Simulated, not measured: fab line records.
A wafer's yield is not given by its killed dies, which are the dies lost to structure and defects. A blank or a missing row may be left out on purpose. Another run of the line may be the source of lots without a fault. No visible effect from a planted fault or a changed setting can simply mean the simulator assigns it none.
Which of the tools did it? / flow nand harc / 23 lots with 69 wafers sampled at 5 steps, on a route of 1159 steps

WHAT THE GAUGES READ, wafer by wafer
NHARC_A_CONTACT_CD_MEAS_53. Usual: cd nm at 189.7 nm, with a standard deviation of 0.64.
lot=L074; measured=day 16 10:00; on=cd sem-01; cd nm (nm)=189.3 188.8 189.2; flag=
lot=L075; measured=day 16 09:02; on=cd sem-01; cd nm (nm)=188.7 188.8 188.8; flag=
lot=L077; measured=day 16 14:58; on=cd sem-03; cd nm (nm)=189.4 189.7 189.4; flag=
lot=L076; measured=day 16 15:28; on=cd sem-01; cd nm (nm)=188.7 189.4 188.9; flag=
lot=L079; measured=day 17 07:42; on=cd sem-02; cd nm (nm)=189.5 189.3 189.7; flag=
lot=L078; measured=day 17 08:19; on=cd sem-02; cd nm (nm)=188.5 188.9 188.7; flag=
lot=L081; measured=day 18 08:13; on=cd sem-03; cd nm (nm)=189.6 190.1 190.7; flag=
lot=L080; measured=day 18 09:41; on=cd sem-03; cd nm (nm)=189.9 189.5 190.0; flag=
lot=L082; measured=day 19 05:41; on=cd sem-03; cd nm (nm)=190.6 190.9 190.7; flag=
lot=L084; measured=day 19 05:18; on=cd sem-03; cd nm (nm)=189.3 190.2 189.3; flag=
lot=L085; measured=day 18 22:52; on=cd sem-02; cd nm (nm)=189.9 189.4 189.6; flag=
lot=L083; measured=day 19 11:13; on=cd sem-02; cd nm (nm)=190.4 190.4 189.9; flag=
lot=L087; measured=day 19 18:13; on=cd sem-03; cd nm (nm)=189.4 189.9 189.5; flag=
lot=L086; measured=day 19 23:36; on=cd sem-02; cd nm (nm)=189.1 189.3 189.9; flag=
lot=L088; measured=day 20 02:37; on=cd sem-02; cd nm (nm)=191.1 191.3 190.3; flag=
lot=L091; measured=day 20 14:27; on=cd sem-03; cd nm (nm)=190.2 190.1 189.4; flag=
lot=L092; measured=day 20 12:34; on=cd sem-03; cd nm (nm)=189.4 190.2 190.0; flag=
lot=L090; measured=day 20 10:12; on=cd sem-03; cd nm (nm)=190.3 190.5 189.8; flag=
lot=L093; measured=day 21 06:29; on=cd sem-01; cd nm (nm)=189.8 189.8 190.2; flag=
lot=L094; measured=day 21 01:08; on=cd sem-03; cd nm (nm)=190.5 190.0 190.6; flag=
lot=L096; measured=day 21 20:25; on=cd sem-02; cd nm (nm)=189.7 189.3 189.6; flag=
lot=L095; measured=day 21 22:31; on=cd sem-03; cd nm (nm)=190.3 190.2 189.8; flag=
lot=L097; measured=day 22 09:12; on=cd sem-01; cd nm (nm)=189.6 189.6 190.1; flag=

EACH LOT AND THE TOOL THAT RAN IT (in order: tool; ch and the chambers of the sampled wafers; start)
lot=L074; NHARC_A_SLIT_DEP_25=pecvd-03 ch 1,2, day 13 23:23; NHARC_A_SLIT_DESCUM_14=rie diel-09 ch 0,1,2, day 14 03:56; NHARC_A_WL_FILL_CMP_12=cmp-02 ch 0,3, day 15 23:38; NHARC_A_CONTACT_ETCH_114=har cap etch-02 ch 0, day 16 08:22
lot=L075; NHARC_A_SLIT_DEP_25=pecvd-01 ch 0,1,2, day 13 23:23; NHARC_A_SLIT_DESCUM_14=rie diel-02 ch 0,2, day 14 03:58; NHARC_A_WL_FILL_CMP_12=cmp-01 ch 0,1,2, day 15 23:35; NHARC_A_CONTACT_ETCH_114=har cap etch-03 ch 0,1, day 16 07:15
lot=L077; NHARC_A_SLIT_DEP_25=pecvd-03 ch 0,2, day 14 12:04; NHARC_A_SLIT_DESCUM_14=rie diel-02 ch 0,2,3, day 14 15:04; NHARC_A_WL_FILL_CMP_12=cmp-01 ch 0,3, day 16 07:28; NHARC_A_CONTACT_ETCH_114=har cap etch-02 ch 0,1, day 16 13:20
lot=L076; NHARC_A_SLIT_DEP_25=pecvd-01 ch 0,1,2, day 14 12:05; NHARC_A_SLIT_DESCUM_14=rie diel-09 ch 0,1,3, day 14 15:45; NHARC_A_WL_FILL_CMP_12=cmp-02 ch 0,1,2, day 16 07:37; NHARC_A_CONTACT_ETCH_114=har cap etch-01 ch 0,1, day 16 13:49
lot=L079; NHARC_A_SLIT_DEP_25=pecvd-01 ch 0,1,2, day 15 04:05; NHARC_A_SLIT_DESCUM_14=rie diel-07 ch 1,2, day 15 07:08; NHARC_A_WL_FILL_CMP_12=cmp-01 ch 0,1,3, day 17 00:08; NHARC_A_CONTACT_ETCH_114=har cap etch-01 ch 1, day 17 06:04
lot=L078; NHARC_A_SLIT_DEP_25=pecvd-03 ch 0,2, day 15 04:11; NHARC_A_SLIT_DESCUM_14=rie diel-09 ch 2,3, day 15 07:34; NHARC_A_WL_FILL_CMP_12=cmp-03 ch 0,1,3, day 17 00:22; NHARC_A_CONTACT_ETCH_114=har cap etch-03 ch 0,1, day 17 06:32
lot=L081; NHARC_A_SLIT_DEP_25=pecvd-03 ch 0,1,2, day 16 02:52; NHARC_A_SLIT_DESCUM_14=rie diel-02 ch 0,2,3, day 16 07:34; NHARC_A_WL_FILL_CMP_12=cmp-03 ch 0,2,3, day 18 00:34; NHARC_A_CONTACT_ETCH_114=har cap etch-01 ch 0,1, day 18 06:36
lot=L080; NHARC_A_SLIT_DEP_25=pecvd-01 ch 0,2, day 16 02:54; NHARC_A_SLIT_DESCUM_14=rie diel-07 ch 1,3, day 16 08:32; NHARC_A_WL_FILL_CMP_12=cmp-03 ch 2,3, day 18 00:48; NHARC_A_CONTACT_ETCH_114=har cap etch-03 ch 0,1, day 18 08:03
lot=L082; NHARC_A_SLIT_DEP_25=pecvd-01 ch 0,1,2, day 16 18:56; NHARC_A_SLIT_DESCUM_14=rie diel-07 ch 0,1,3, day 16 22:02; NHARC_A_WL_FILL_CMP_12=cmp-03 ch 1,2,3, day 18 22:04; NHARC_A_CONTACT_ETCH_114=har cap etch-02 ch 0,1, day 19 04:03
lot=L084; NHARC_A_SLIT_DEP_25=pecvd-02 ch 0,2, day 16 18:58; NHARC_A_SLIT_DESCUM_14=rie diel-09 ch 1,2, day 16 22:10; NHARC_A_WL_FILL_CMP_12=cmp-01 ch 1,2, day 18 21:18; NHARC_A_CONTACT_ETCH_114=har cap etch-03 ch 0,1, day 19 03:19
lot=L085; NHARC_A_SLIT_DEP_25=pecvd-03 ch 0,1,2, day 16 19:14; NHARC_A_SLIT_DESCUM_14=rie diel-02 ch 0,2,3, day 16 22:25; NHARC_A_WL_FILL_CMP_12=cmp-01 ch 0,1,3, day 18 14:58; NHARC_A_CONTACT_ETCH_114=har cap etch-03 ch 0,1, day 18 21:16
lot=L083; NHARC_A_SLIT_DEP_25=pecvd-03 ch 1,2, day 16 19:28; NHARC_A_SLIT_DESCUM_14=rie diel-02 ch 1,2, day 17 00:06; NHARC_A_WL_FILL_CMP_12=cmp-01 ch 1,3, day 19 02:04; NHARC_A_CONTACT_ETCH_114=har cap etch-03 ch 0,1, day 19 09:13
lot=L087; NHARC_A_SLIT_DEP_25=pecvd-03 ch 0,1,2, day 17 08:50; NHARC_A_SLIT_DESCUM_14=rie diel-02 ch 0,1,2, day 17 12:05; NHARC_A_WL_FILL_CMP_12=cmp-02 ch 0,3, day 19 09:18; NHARC_A_CONTACT_ETCH_114=har cap etch-02 ch 0,1, day 19 16:34
lot=L086; NHARC_A_SLIT_DEP_25=pecvd-02 ch 0,1, day 17 19:28; NHARC_A_SLIT_DESCUM_14=rie diel-02 ch 1,2,3, day 17 22:43; NHARC_A_WL_FILL_CMP_12=cmp-02 ch 2,3, day 19 14:38; NHARC_A_CONTACT_ETCH_114=har cap etch-02 ch 1, day 19 21:54
lot=L088; NHARC_A_SLIT_DEP_25=pecvd-03 ch 0,1,2, day 17 19:40; NHARC_A_SLIT_DESCUM_14=rie diel-09 ch 0,3, day 17 23:18; NHARC_A_WL_FILL_CMP_12=cmp-01 ch 0,2,3, day 19 18:56; NHARC_A_CONTACT_ETCH_114=har cap etch-02 ch 0,1, day 20 00:57
lot=L091; NHARC_A_SLIT_DEP_25=pecvd-01 ch 0,1, day 18 05:48; NHARC_A_SLIT_DESCUM_14=rie diel-07 ch 0,1,2, day 18 08:56; NHARC_A_WL_FILL_CMP_12=cmp-01 ch 0,1,3, day 20 06:19; NHARC_A_CONTACT_ETCH_114=har cap etch-03 ch 0,1, day 20 12:27
lot=L092; NHARC_A_SLIT_DEP_25=pecvd-03 ch 0,1,2, day 18 05:51; NHARC_A_SLIT_DESCUM_14=rie diel-09 ch 0,1, day 18 10:10; NHARC_A_WL_FILL_CMP_12=cmp-02 ch 1,2,3, day 20 04:59; NHARC_A_CONTACT_ETCH_114=har cap etch-02 ch 0,1, day 20 10:56
lot=L090; NHARC_A_SLIT_DEP_25=pecvd-02 ch 0,1,2, day 18 05:58; NHARC_A_SLIT_DESCUM_14=rie diel-02 ch 0,1,3, day 18 10:47; NHARC_A_WL_FILL_CMP_12=cmp-02 ch 0,1,3, day 20 01:59; NHARC_A_CONTACT_ETCH_114=har cap etch-03 ch 0,1, day 20 08:11
lot=L093; NHARC_A_SLIT_DEP_25=pecvd-02 ch 0,1,2, day 18 23:17; NHARC_A_SLIT_DESCUM_14=rie diel-02 ch 0,1,3, day 19 03:32; NHARC_A_WL_FILL_CMP_12=cmp-03 ch 0,2,3, day 20 21:36; NHARC_A_CONTACT_ETCH_114=har cap etch-03 ch 0,1, day 21 04:51
lot=L094; NHARC_A_SLIT_DEP_25=pecvd-03 ch 0,1,2, day 18 23:17; NHARC_A_SLIT_DESCUM_14=rie diel-02 ch 1,2, day 19 04:09; NHARC_A_WL_FILL_CMP_12=cmp-01 ch 2,3, day 20 17:16; NHARC_A_CONTACT_ETCH_114=har cap etch-03 ch 0,1, day 20 23:28
lot=L096; NHARC_A_SLIT_DEP_25=pecvd-01 ch 0,1,2, day 19 09:31; NHARC_A_SLIT_DESCUM_14=rie diel-02 ch 0,2,3, day 19 12:37; NHARC_A_WL_FILL_CMP_12=cmp-03 ch 1,2, day 21 12:44; NHARC_A_CONTACT_ETCH_114=har cap etch-02 ch 0,1, day 21 18:47
lot=L095; NHARC_A_SLIT_DEP_25=pecvd-02 ch 0,2, day 19 09:36; NHARC_A_SLIT_DESCUM_14=rie diel-02 ch 0,2, day 19 13:32; NHARC_A_WL_FILL_CMP_12=cmp-03 ch 0,2, day 21 14:55; NHARC_A_CONTACT_ETCH_114=har cap etch-03 ch 0,1, day 21 20:52
lot=L097; NHARC_A_SLIT_DEP_25=pecvd-01 ch 1,2, day 20 07:19; NHARC_A_SLIT_DESCUM_14=rie diel-07 ch 0,3, day 20 11:11; NHARC_A_WL_FILL_CMP_12=cmp-02 ch 0,1,2, day 22 01:47; NHARC_A_CONTACT_ETCH_114=har cap etch-01 ch 1, day 22 07:34
- NHARC_A_SLIT_DEP_25: deposits SiO2, target thk 200 nm.
- NHARC_A_SLIT_DESCUM_14: chemistry O2, time 3 s.
- NHARC_A_WL_FILL_CMP_12: polishes, t overpolish 30 s, target thk 75 nm.
- NHARC_A_CONTACT_ETCH_114: etches the open film in C4F8/O2/Ar, time 94 s, target depth 922 nm.

WHAT THE TOOLS THEMSELVES READ (means of the sampled wafers that have a number; where no wafer has one, the mark that the record gives instead)
NHARC_A_SLIT_DEP_25. Usual: heater power w 541 W, standard deviation 130; throttle valve pct 16.1 %, standard deviation 0.43.
lot=L074; tool=pecvd-03; heater power w (W)=431; throttle valve pct (%)=15.9; flag=
lot=L075; tool=pecvd-01; heater power w (W)=555; throttle valve pct (%)=15.8; flag=
lot=L077; tool=pecvd-03; heater power w (W)=515; throttle valve pct (%)=16.0; flag=
lot=L076; tool=pecvd-01; heater power w (W)=517; throttle valve pct (%)=15.6; flag=
lot=L079; tool=pecvd-01; heater power w (W)=553; throttle valve pct (%)=15.9; flag=
lot=L078; tool=pecvd-03; heater power w (W)=546; throttle valve pct (%)=16.0; flag=
lot=L081; tool=pecvd-03; heater power w (W)=524; throttle valve pct (%)=16.2; flag=
lot=L080; tool=pecvd-01; heater power w (W)=626; throttle valve pct (%)=15.7; flag=
lot=L082; tool=pecvd-01; heater power w (W)=524; throttle valve pct (%)=15.7; flag=
lot=L084; tool=pecvd-02; heater power w (W)=470; throttle valve pct (%)=15.9; flag=
lot=L085; tool=pecvd-03; heater power w (W)=572; throttle valve pct (%)=16.4; flag=
lot=L083; tool=pecvd-03; heater power w (W)=413; throttle valve pct (%)=16.0; flag=
lot=L087; tool=pecvd-03; heater power w (W)=537; throttle valve pct (%)=16.3; flag=
lot=L086; tool=pecvd-02; heater power w (W)=574; throttle valve pct (%)=16.5; flag=
lot=L088; tool=pecvd-03; heater power w (W)=590; throttle valve pct (%)=16.5; flag=
lot=L091; tool=pecvd-01; heater power w (W)=521; throttle valve pct (%)=15.8; flag=
lot=L092; tool=pecvd-03; heater power w (W)=549; throttle valve pct (%)=16.4; flag=
lot=L090; tool=pecvd-02; heater power w (W)=554; throttle valve pct (%)=16.3; flag=
lot=L093; tool=pecvd-02; heater power w (W)=524; throttle valve pct (%)=16.4; flag=
lot=L094; tool=pecvd-03; heater power w (W)=595; throttle valve pct (%)=16.4; flag=
lot=L096; tool=pecvd-01; heater power w (W)=553; throttle valve pct (%)=15.8; flag=
lot=L095; tool=pecvd-02; heater power w (W)=574; throttle valve pct (%)=16.1; flag=
lot=L097; tool=pecvd-01; heater power w (W)=545; throttle valve pct (%)=15.9; flag=

NHARC_A_SLIT_DESCUM_14. Usual: chamber pressure mTorr 60.00 mTorr, standard deviation 0.057; drypump motor current A 5.7 A, standard deviation 0.33; mfc ar sccm 0.005 sccm, standard deviation 0.007; o2 flow sccm 199.9 sccm, standard deviation 0.63; oes product au 1.000 a.u., standard deviation 0.011; rf vpp V 57.9 V, standard deviation 0.8; showerhead plenum p Torr 1.93 Torr, standard deviation 0.089; throttle valve pct 11.310 %, standard deviation 0.0084.
lot=L074; tool=rie diel-09; chamber pressure mTorr (mTorr)=60.00; drypump motor current A (A)=5.9; mfc ar sccm (sccm)=0.000; o2 flow sccm (sccm)=199.5; oes product au (a.u.)=1.000; rf vpp V (V)=57.8; showerhead plenum p Torr (Torr)=1.96; throttle valve pct (%)=11.315; flag=
lot=L075; tool=rie diel-02; chamber pressure mTorr (mTorr)=60.01; drypump motor current A (A)=5.6; mfc ar sccm (sccm)=0.010; o2 flow sccm (sccm)=199.9; oes product au (a.u.)=1.000; rf vpp V (V)=58.3; showerhead plenum p Torr (Torr)=2.02; throttle valve pct (%)=11.314; flag=
lot=L077; tool=rie diel-02; chamber pressure mTorr (mTorr)=59.98; drypump motor current A (A)=5.6; mfc ar sccm (sccm)=0.008; o2 flow sccm (sccm)=200.3; oes product au (a.u.)=0.997; rf vpp V (V)=57.5; showerhead plenum p Torr (Torr)=1.97; throttle valve pct (%)=11.312; flag=
lot=L076; tool=rie diel-09; chamber pressure mTorr (mTorr)=59.96; drypump motor current A (A)=6.1; mfc ar sccm (sccm)=0.000; o2 flow sccm (sccm)=200.1; oes product au (a.u.)=1.008; rf vpp V (V)=58.0; showerhead plenum p Torr (Torr)=2.00; throttle valve pct (%)=11.309; flag=
lot=L079; tool=rie diel-07; chamber pressure mTorr (mTorr)=60.02; drypump motor current A (A)=6.1; mfc ar sccm (sccm)=0.004; o2 flow sccm (sccm)=199.2; oes product au (a.u.)=0.991; rf vpp V (V)=57.1; showerhead plenum p Torr (Torr)=1.94; throttle valve pct (%)=11.308; flag=
lot=L078; tool=rie diel-09; chamber pressure mTorr (mTorr)=60.00; drypump motor current A (A)=5.5; mfc ar sccm (sccm)=0.000; o2 flow sccm (sccm)=200.0; oes product au (a.u.)=0.997; rf vpp V (V)=57.4; showerhead plenum p Torr (Torr)=1.86; throttle valve pct (%)=11.299; flag=
lot=L081; tool=rie diel-02; chamber pressure mTorr (mTorr)=60.04; drypump motor current A (A)=5.6; mfc ar sccm (sccm)=0.008; o2 flow sccm (sccm)=199.3; oes product au (a.u.)=1.000; rf vpp V (V)=58.1; showerhead plenum p Torr (Torr)=1.97; throttle valve pct (%)=11.310; flag=
lot=L080; tool=rie diel-07; chamber pressure mTorr (mTorr)=60.01; drypump motor current A (A)=5.7; mfc ar sccm (sccm)=0.013; o2 flow sccm (sccm)=200.0; oes product au (a.u.)=1.001; rf vpp V (V)=57.9; showerhead plenum p Torr (Torr)=1.88; throttle valve pct (%)=11.311; flag=
lot=L082; tool=rie diel-07; chamber pressure mTorr (mTorr)=59.99; drypump motor current A (A)=5.6; mfc ar sccm (sccm)=0.011; o2 flow sccm (sccm)=199.8; oes product au (a.u.)=0.997; rf vpp V (V)=57.4; showerhead plenum p Torr (Torr)=1.88; throttle valve pct (%)=11.306; flag=
lot=L084; tool=rie diel-09; chamber pressure mTorr (mTorr)=60.00; drypump motor current A (A)=5.8; mfc ar sccm (sccm)=0.000; o2 flow sccm (sccm)=200.3; oes product au (a.u.)=0.995; rf vpp V (V)=58.0; showerhead plenum p Torr (Torr)=1.96; throttle valve pct (%)=11.298; flag=
lot=L085; tool=rie diel-02; chamber pressure mTorr (mTorr)=59.94; drypump motor current A (A)=5.6; mfc ar sccm (sccm)=0.008; o2 flow sccm (sccm)=199.6; oes product au (a.u.)=0.988; rf vpp V (V)=57.7; showerhead plenum p Torr (Torr)=1.97; throttle valve pct (%)=11.319; flag=
lot=L083; tool=rie diel-02; chamber pressure mTorr (mTorr)=59.98; drypump motor current A (A)=5.8; mfc ar sccm (sccm)=0.002; o2 flow sccm (sccm)=199.4; oes product au (a.u.)=1.005; rf vpp V (V)=57.3; showerhead plenum p Torr (Torr)=1.86; throttle valve pct (%)=11.315; flag=
lot=L087; tool=rie diel-02; chamber pressure mTorr (mTorr)=60.00; drypump motor current A (A)=5.7; mfc ar sccm (sccm)=0.008; o2 flow sccm (sccm)=200.2; oes product au (a.u.)=1.003; rf vpp V (V)=57.7; showerhead plenum p Torr (Torr)=1.94; throttle valve pct (%)=11.309; flag=
lot=L086; tool=rie diel-02; chamber pressure mTorr (mTorr)=59.99; drypump motor current A (A)=5.6; mfc ar sccm (sccm)=0.002; o2 flow sccm (sccm)=200.0; oes product au (a.u.)=0.998; rf vpp V (V)=57.4; showerhead plenum p Torr (Torr)=1.89; throttle valve pct (%)=11.310; flag=
lot=L088; tool=rie diel-09; chamber pressure mTorr (mTorr)=59.98; drypump motor current A (A)=6.1; mfc ar sccm (sccm)=0.000; o2 flow sccm (sccm)=200.4; oes product au (a.u.)=1.003; rf vpp V (V)=58.0; showerhead plenum p Torr (Torr)=1.97; throttle valve pct (%)=11.309; flag=
lot=L091; tool=rie diel-07; chamber pressure mTorr (mTorr)=59.99; drypump motor current A (A)=5.7; mfc ar sccm (sccm)=0.006; o2 flow sccm (sccm)=200.0; oes product au (a.u.)=0.980; rf vpp V (V)=58.1; showerhead plenum p Torr (Torr)=1.92; throttle valve pct (%)=11.313; flag=
lot=L092; tool=rie diel-09; chamber pressure mTorr (mTorr)=59.97; drypump motor current A (A)=6.2; mfc ar sccm (sccm)=0.000; o2 flow sccm (sccm)=199.9; oes product au (a.u.)=1.006; rf vpp V (V)=58.8; showerhead plenum p Torr (Torr)=2.03; throttle valve pct (%)=11.306; flag=
lot=L090; tool=rie diel-02; chamber pressure mTorr (mTorr)=59.92; drypump motor current A (A)=5.7; mfc ar sccm (sccm)=0.006; o2 flow sccm (sccm)=200.0; oes product au (a.u.)=1.003; rf vpp V (V)=57.2; showerhead plenum p Torr (Torr)=1.88; throttle valve pct (%)=11.307; flag=
lot=L093; tool=rie diel-02; chamber pressure mTorr (mTorr)=60.08; drypump motor current A (A)=5.7; mfc ar sccm (sccm)=0.006; o2 flow sccm (sccm)=200.2; oes product au (a.u.)=1.006; rf vpp V (V)=57.4; showerhead plenum p Torr (Torr)=1.88; throttle valve pct (%)=11.306; flag=
lot=L094; tool=rie diel-02; chamber pressure mTorr (mTorr)=60.03; drypump motor current A (A)=5.7; mfc ar sccm (sccm)=0.002; o2 flow sccm (sccm)=199.9; oes product au (a.u.)=1.012; rf vpp V (V)=57.4; showerhead plenum p Torr (Torr)=1.86; throttle valve pct (%)=11.314; flag=
lot=L096; tool=rie diel-02; chamber pressure mTorr (mTorr)=59.99; drypump motor current A (A)=5.5; mfc ar sccm (sccm)=0.008; o2 flow sccm (sccm)=199.8; oes product au (a.u.)=1.007; rf vpp V (V)=57.7; showerhead plenum p Torr (Torr)=1.97; throttle valve pct (%)=11.317; flag=
lot=L095; tool=rie diel-02; chamber pressure mTorr (mTorr)=60.01; drypump motor current A (A)=5.6; mfc ar sccm (sccm)=0.014; o2 flow sccm (sccm)=199.9; oes product au (a.u.)=1.001; rf vpp V (V)=57.9; showerhead plenum p Torr (Torr)=2.01; throttle valve pct (%)=11.316; flag=
lot=L097; tool=rie diel-07; chamber pressure mTorr (mTorr)=59.99; drypump motor current A (A)=5.8; mfc ar sccm (sccm)=0.012; o2 flow sccm (sccm)=199.3; oes product au (a.u.)=0.995; rf vpp V (V)=57.6; showerhead plenum p Torr (Torr)=1.85; throttle valve pct (%)=11.320; flag=

NHARC_A_WL_FILL_CMP_12. Usual: motor current A 12.3 A, standard deviation 1.4; overpolish run s 29.999 s, standard deviation 0.0093; time to endpoint s 14.7 s, standard deviation 2.5.
lot=L074; tool=cmp-02; motor current A (A)=10.4; overpolish run s (s)=29.993; time to endpoint s (s)=12.1; flag=
lot=L075; tool=cmp-01; motor current A (A)=11.8; overpolish run s (s)=29.989; time to endpoint s (s)=13.3; flag=
lot=L077; tool=cmp-01; motor current A (A)=10.4; overpolish run s (s)=30.001; time to endpoint s (s)=12.2; flag=
lot=L076; tool=cmp-02; motor current A (A)=13.2; overpolish run s (s)=29.998; time to endpoint s (s)=14.2; flag=
lot=L079; tool=cmp-01; motor current A (A)=11.3; overpolish run s (s)=30.003; time to endpoint s (s)=15.5; flag=
lot=L078; tool=cmp-03; motor current A (A)=12.8; overpolish run s (s)=29.995; time to endpoint s (s)=16.5; flag=
lot=L081; tool=cmp-03; motor current A (A)=13.4; overpolish run s (s)=30.006; time to endpoint s (s)=11.7; flag=
lot=L080; tool=cmp-03; motor current A (A)=13.5; overpolish run s (s)=30.006; time to endpoint s (s)=15.1; flag=
lot=L082; tool=cmp-03; motor current A (A)=13.2; overpolish run s (s)=30.000; time to endpoint s (s)=15.1; flag=
lot=L084; tool=cmp-01; motor current A (A)=12.3; overpolish run s (s)=29.992; time to endpoint s (s)=15.4; flag=
lot=L085; tool=cmp-01; motor current A (A)=11.0; overpolish run s (s)=30.005; time to endpoint s (s)=13.9; flag=
lot=L083; tool=cmp-01; motor current A (A)=11.9; overpolish run s (s)=29.999; time to endpoint s (s)=15.9; flag=
lot=L087; tool=cmp-02; motor current A (A)=11.0; overpolish run s (s)=30.002; time to endpoint s (s)=15.3; flag=
lot=L086; tool=cmp-02; motor current A (A)=11.2; overpolish run s (s)=29.993; time to endpoint s (s)=14.9; flag=
lot=L088; tool=cmp-01; motor current A (A)=11.8; overpolish run s (s)=29.994; time to endpoint s (s)=11.8; flag=
lot=L091; tool=cmp-01; motor current A (A)=11.3; overpolish run s (s)=29.997; time to endpoint s (s)=11.8; flag=
lot=L092; tool=cmp-02; motor current A (A)=12.2; overpolish run s (s)=30.007; time to endpoint s (s)=14.6; flag=
lot=L090; tool=cmp-02; motor current A (A)=11.6; overpolish run s (s)=29.996; time to endpoint s (s)=13.6; flag=
lot=L093; tool=cmp-03; motor current A (A)=13.0; overpolish run s (s)=29.991; time to endpoint s (s)=16.6; flag=
lot=L094; tool=cmp-01; motor current A (A)=12.4; overpolish run s (s)=30.002; time to endpoint s (s)=14.3; flag=
lot=L096; tool=cmp-03; motor current A (A)=13.5; overpolish run s (s)=30.006; time to endpoint s (s)=15.1; flag=
lot=L095; tool=cmp-03; motor current A (A)=13.1; overpolish run s (s)=29.997; time to endpoint s (s)=13.9; flag=
lot=L097; tool=cmp-02; motor current A (A)=13.3; overpolish run s (s)=29.991; time to endpoint s (s)=14.2; flag=

NHARC_A_CONTACT_ETCH_114. Usual: chamber pressure mTorr at 19.998 mTorr, with a standard deviation of 0.018.
lot=L074; tool=har cap etch-02; chamber pressure mTorr (mTorr)=19.998; flag=
lot=L075; tool=har cap etch-03; chamber pressure mTorr (mTorr)=19.998; flag=
lot=L077; tool=har cap etch-02; chamber pressure mTorr (mTorr)=19.984; flag=
lot=L076; tool=har cap etch-01; chamber pressure mTorr (mTorr)=19.985; flag=
lot=L079; tool=har cap etch-01; chamber pressure mTorr (mTorr)=19.991; flag=
lot=L078; tool=har cap etch-03; chamber pressure mTorr (mTorr)=19.998; flag=
lot=L081; tool=har cap etch-01; chamber pressure mTorr (mTorr)=19.993; flag=
lot=L080; tool=har cap etch-03; chamber pressure mTorr (mTorr)=20.007; flag=
lot=L082; tool=har cap etch-02; chamber pressure mTorr (mTorr)=19.984; flag=
lot=L084; tool=har cap etch-03; chamber pressure mTorr (mTorr)=19.985; flag=
lot=L085; tool=har cap etch-03; chamber pressure mTorr (mTorr)=20.004; flag=
lot=L083; tool=har cap etch-03; chamber pressure mTorr (mTorr)=19.992; flag=
lot=L087; tool=har cap etch-02; chamber pressure mTorr (mTorr)=20.009; flag=
lot=L086; tool=har cap etch-02; chamber pressure mTorr (mTorr)=20.004; flag=
lot=L088; tool=har cap etch-02; chamber pressure mTorr (mTorr)=20.002; flag=
lot=L091; tool=har cap etch-03; chamber pressure mTorr (mTorr)=19.993; flag=
lot=L092; tool=har cap etch-02; chamber pressure mTorr (mTorr)=19.982; flag=
lot=L090; tool=har cap etch-03; chamber pressure mTorr (mTorr)=20.006; flag=
lot=L093; tool=har cap etch-03; chamber pressure mTorr (mTorr)=19.992; flag=
lot=L094; tool=har cap etch-03; chamber pressure mTorr (mTorr)=20.004; flag=
lot=L096; tool=har cap etch-02; chamber pressure mTorr (mTorr)=20.021; flag=
lot=L095; tool=har cap etch-03; chamber pressure mTorr (mTorr)=19.997; flag=
lot=L097; tool=har cap etch-01; chamber pressure mTorr (mTorr)=19.996; flag=

THE ANSWER, worked out from the rows above alone
Rule: a lot counts as off when the mean over its wafers that have a number is more than 3 standard deviations away from the usual mean. A lot without any number at a reading at which 4 lots or more have one is off too. The other lots that the step has rows for count as sound. First the gauges in route order, then the tools' own readings, where a lot's mean is used as printed above. The first step at which some lot is off is used, and at that step the reading that is off furthest; a lot without a number counts as furthest.
No lot is off on any of the readings shown, so nothing can be concluded from this.

WHAT WAS PUT IN BY THE SIMULATOR
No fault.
